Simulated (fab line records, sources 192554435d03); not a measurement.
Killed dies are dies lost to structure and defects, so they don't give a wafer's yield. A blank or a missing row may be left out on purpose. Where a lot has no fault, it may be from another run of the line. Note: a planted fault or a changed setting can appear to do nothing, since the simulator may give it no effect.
Split-lot experiment    flow n5 finfet    21 wafers read across 7 lots, on a route 1938 steps long

== THE SPLIT ==
At N5_SDB_COAT_03 (time 60 s, resist thk 100 nm), the setting spin rpm was moved away from the recipe's 1500 rpm on 5 of the 21 wafers read, by -5.3% to +6.8%. All remaining wafers had this setting at the recipe value.

== FROM THE SPLIT TO THE READING: what the file shows between them, 7 steps ==
- N5_SDB_COAT_04: time 60 s, resist thk 18 nm
- N5_SDB_COAT_05: resist thk 90 nm
- N5_SDB_DESCUM_16: chemistry O2, time 7.9 s
- N5_SDB_ETCH_17: etches SiARC in CF4, target depth 23.4 nm, time 39 s
- N5_SDB_ETCH_18: etches SOC in N2/H2, target depth 100 nm, overetch 20 nm, time 150 s
- N5_SDB_STRIP_19: strips in N2/H2
- N5_SDB_STRIP_21: strips in CF4

== THE READING ==
SOC_of_SDB_COAT_03.thk nm (the simulator's own value, which no gauge read), in nm, at N5_SDB_HM_OPEN_20 (chemistry CH3F/O2, target SiNx, stops on poly-Si, target depth 24 nm). The file does not state a usual value for it. Average 84.1 nm, standard deviation 0.43 nm, over the 16 wafers here run with the recipe.

wafer   tool, chamber at the split  spin rpm as run, rpm  against the recipe  SOC_of_SDB_COAT_03.thk nm, nm  against lot-mates on the recipe
L076.2  litho track-01, 0           1500                  recipe              84.2                           -
L076.4  litho track-01, 0           1500                  recipe              84.6                           -
L076.6  litho track-01, 0           1500                  recipe              84.8                           -
L082.1  litho track-05, 0           1568                  +4.5%               82                             -1.4
L082.2  litho track-05, 0           1568                  +4.5%               81                             -2.4
L082.4  litho track-05, 0           1500                  recipe              83.4                           -
L085.2  litho track-05, 0           1421                  -5.3%               87.2                           +3.2
L085.3  litho track-05, 0           1500                  recipe              84                             -
L085.5  litho track-05, 0           1421                  -5.3%               87                             +3.0
L090.1  litho track-01, 0           1500                  recipe              84.2                           -
L090.2  litho track-01, 0           1500                  recipe              84.2                           -
L090.6  litho track-01, 0           1602                  +6.8%               81.4                           -2.8
L091.1  litho track-05, 0           1500                  recipe              84.8                           -
L091.4  litho track-05, 0           1500                  recipe              84                             -
L091.5  litho track-05, 0           1500                  recipe              84.6                           -
L095.4  litho track-05, 0           1500                  recipe              84                             -
L095.5  litho track-05, 0           1500                  recipe              84.2                           -
L095.6  litho track-05, 0           1500                  recipe              83.8                           -
L096.3  litho track-02, 0           1500                  recipe              83.4                           -
L096.5  litho track-02, 0           1500                  recipe              83.6                           -
L096.6  litho track-02, 0           1500                  recipe              83.8                           -

FIT RESULTS
A straight line over all 21 wafers: SOC_of_SDB_COAT_03.thk nm changes by -0.516 nm for each +1% of spin rpm; r = -0.95; the points scatter about the line by 0.48 nm.
The same after taking each lot's own level away (the mean of its wafers on the recipe; 21 wafers): -0.486 nm for each +1%; r = -0.97; scatter 0.33 nm.
That fit puts the effect of the largest move of spin rpm on the reading at 3.3 nm.
From 83.40 to 84.53 nm: that is the span of the lots' own levels, equal to 2.6 times the standard deviation above.
The two slopes are in agreement: the lot-to-lot level therefore moves the slope only a little.
Check: -3.42 nm against its lot-mates is what the line predicts for one of the wafers moved furthest among these (+6.8%) when that wafer is left out of the fit. It came out at -2.8 nm against them.

== ADDITIONAL SPLITS CARRIED BY THESE WAFERS ==
Other splits were also applied to these wafers ahead of the reading. Each is held against what the fit with the lots' levels taken away leaves over:
other split on the same wafers   wafers away from the commonest value  r with SOC_of_SDB_COAT_03.thk nm (lot level and that fit taken away)
N5_ZERO_LAYER_ETCH_18 icp w      3                                     +0.18
N5_WELL_APT_EXPOSE_05 dose mj    7                                     +0.25
N5_DUMMY_GATE_COAT_28 spin rpm   8                                     +0.34
N5_DUMMY_GATE_EXPOSE_12 dose mj  7                                     -0.18
N5_SD_EPI_N_COAT_33 spin rpm     9                                     +0.00
N5_SD_EPI_N_DESCUM_14 time s     5                                     -0.11
N5_ILD0_CMP_03 down force psi    6                                     -0.07

== THE WHOLE CHAIN: every reading that the file lists as answering this split, in the file's order ==
step               what it does                                                          reading                                                                     change (the file's fit)                r (the file's)
N5_SDB_COAT_03     time 60 s, resist thk 100 nm                                          SOC_of_SDB_COAT_03.thk nm (the simulator's own value, which no gauge read)  -0.495 nm for each +1% of the setting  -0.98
N5_SDB_ETCH_18     etches SOC in N2/H2, target depth 100 nm, overetch 20 nm, time 150 s  etch.depth nm (the simulator's own value, which no gauge read)              -0.502 nm for each +1% of the setting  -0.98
N5_SDB_HM_OPEN_20  chemistry CH3F/O2, target SiNx, stops on poly-Si, target depth 24 nm  SOC_of_SDB_COAT_03.thk nm (the simulator's own value, which no gauge read)  -0.465 nm for each +1% of the setting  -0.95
N5_SDB_STRIP_22    strips in N2/H2                                                       strip time to endpoint s                                                    withheld for each +1% of the setting   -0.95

== FILE'S OWN FIT ==
SOC_of_SDB_COAT_03.thk nm changes by -0.465 nm for each +1% of spin rpm, r = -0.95.
